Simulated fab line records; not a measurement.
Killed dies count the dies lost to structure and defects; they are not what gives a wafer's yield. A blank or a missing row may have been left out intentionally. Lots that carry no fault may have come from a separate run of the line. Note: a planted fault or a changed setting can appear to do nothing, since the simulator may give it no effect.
Lot-split experiment    flow n5Finfet    21 wafers read from 7 lots, route of 1938 steps

== ABOUT THE SPLIT ==
At N5_HKMG_FIN_EXPOSE_09 (exposes mask NWFM), the setting doseMj was moved away from the recipe's 39.25 on 8 of the 21 wafers read, by -2.8% to +7.5%. For the rest of the wafers, this setting stayed at what the recipe calls for.

== FROM THE SPLIT TO THE READING: what the file shows between them, 2 steps ==
- N5_HKMG_FIN_PEB_10: peb time 60 s
- N5_HKMG_FIN_DEVELOP_11: develop time 30 s

== THE READING ==
Shown in nm: cdNm at N5_HKMG_FIN_CD_MEAS_12, with target cd 92.8 nm. Typical for fault-free wafers on this fab line: 92.8 nm, with standard deviation 0.8 nm.

wafer   tool, chamber at the split  doseMj as run  against the recipe  cdNm, nm  against lot-mates on the recipe
L078.2  arfiScanner-03, 0           39.25          recipe              93.4      -
L078.4  arfiScanner-03, 0           39.25          recipe              92.5      -
L078.5  arfiScanner-03, 0           38.4           -2.2%               90.1      -2.9
L080.2  arfiScanner-03, 0           42             +7.0%               97.3      +4.3
L080.3  arfiScanner-03, 0           42             +7.0%               97.7      +4.7
L080.4  arfiScanner-03, 0           39.25          recipe              93.0      -
L083.1  arfiScanner-01, 0           39.25          recipe              92.5      -
L083.3  arfiScanner-01, 0           39.25          recipe              92.7      -
L083.6  arfiScanner-01, 0           42.18          +7.5%               96.7      +4.1
L086.1  arfiScanner-02, 0           39.25          recipe              93.4      -
L086.5  arfiScanner-02, 0           41.21          +5.0%               96.6      +3.2
L086.6  arfiScanner-02, 0           41.21          +5.0%               95.8      +2.4
L089.1  arfiScanner-02, 0           38.15          -2.8%               93.1      -0.5
L089.3  arfiScanner-02, 0           39.25          recipe              93.5      -
L089.6  arfiScanner-02, 0           39.25          recipe              93.6      -
L092.2  arfiScanner-01, 0           39.25          recipe              92.1      -
L092.3  arfiScanner-01, 0           39.25          recipe              93.0      -
L092.6  arfiScanner-01, 0           39.25          recipe              93.1      -
L094.2  arfiScanner-01, 0           42.13          +7.3%               97.0      +5.2
L094.4  arfiScanner-01, 0           39.25          recipe              91.9      -
L094.6  arfiScanner-01, 0           39.25          recipe              91.7      -

THE FIT
A straight line over all 21 wafers: cdNm changes by +0.6 nm for each +1% of doseMj; r = +0.93; the points scatter about the line by 0.8 nm.
The same after taking each lot's own level away (the mean of its wafers on the recipe; 21 wafers): +0.622 nm for each +1%; r = +0.96; scatter 0.58 nm.
Per that fit: largest doseMj move, reading shift of 4.6 nm.
The span of the lots' own levels, 91.80 to 93.55 nm, comes to 2.2 times the standard deviation stated above.
So the lot-to-lot level changes the slope little: the two slopes agree.
Check: for one of the wafers moved furthest among these (+7.5%), held out of the fit, the line's prediction against its lot-mates is +4.75 nm. It came out at +4.1 nm against them.

== FURTHER SPLITS ON THESE WAFERS ==
Note: prior to the reading, these wafers also went through further splits. Each is held against what the fit with the lots' levels taken away leaves over:
other split on the same wafers  wafers away from the commonest value  r with cdNm (lot level and that fit taken away)
N5_SDB_ETCH_25 timeS            8                                     -0.06
N5_SDB_ALD_29 aldCycles         4                                     +0.12

== THE FILE'S OWN FIT ==
cdNm changes by +0.616 nm for each +1% of doseMj, r = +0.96.
